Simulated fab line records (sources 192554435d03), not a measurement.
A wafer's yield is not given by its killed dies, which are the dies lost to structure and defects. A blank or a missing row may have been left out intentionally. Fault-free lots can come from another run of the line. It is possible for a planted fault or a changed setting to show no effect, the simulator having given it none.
Chamber matching	flow n5 finfet	N5_BEOL_M1_ILD_DEP_00 on pecvd-03 has 3 sister chambers
The step deposits SiOC from DEMS/O2, target thk 79 nm, time 15.3 s. 6 wafers are shown with their chamber, then 12 later ones without.

## WAFERS WITH THEIR CHAMBER
wafer	chamber	heater power w (W)	throttle valve pct (%)
L090.1	2	602	11.0
L090.2	1	498	11.9
L090.3	0	353	12.7
L090.4	0	345	12.8
L090.5	1	489	11.9
L090.6	2	611	11.2

## WAFERS MISSING THEIR CHAMBER
wafer	heater power w (W)	throttle valve pct (%)
L095.2	454	11.9
L095.4	467	12.2
L095.5	601	11.3
L096.1	343	12.7
L096.4	468	12.3
L096.5	357	12.5
L094.1	498	11.7
L094.3	370	12.9
L094.6	377	12.5
L097.1	613	11.0
L097.4	350	12.5
L097.6	495	12.2

## THE CHAMBER EACH PASSED THROUGH
wafer	from the rows above	in truth
L095.2	1	1
L095.4	1	1
L095.5	2	2
L096.1	0	0
L096.4	1	1
L096.5	0	0
L094.1	1	1
L094.3	0	0
L094.6	0	0
L097.1	2	2
L097.4	0	0
L097.6	1	1
Placed correctly: 12 of 12. Left unplaced by these rows: 0. Number placed wrongly: 0.
How it was worked out, from the rows above alone: a wafer's distance from a chamber is the root of the sum, over the readings, of the square of ((its reading less the chamber's mean) divided by the reading's scatter). If the next closest chamber is less than 2 further off than the closest, the wafer can't be placed; otherwise it belongs to the closest. For every chamber, the mean is computed from those of its wafers that are shown. The scatter: the root of (the sum of the squares of (reading less its chamber's mean) over the shown wafers, divided by (wafers less chambers)).
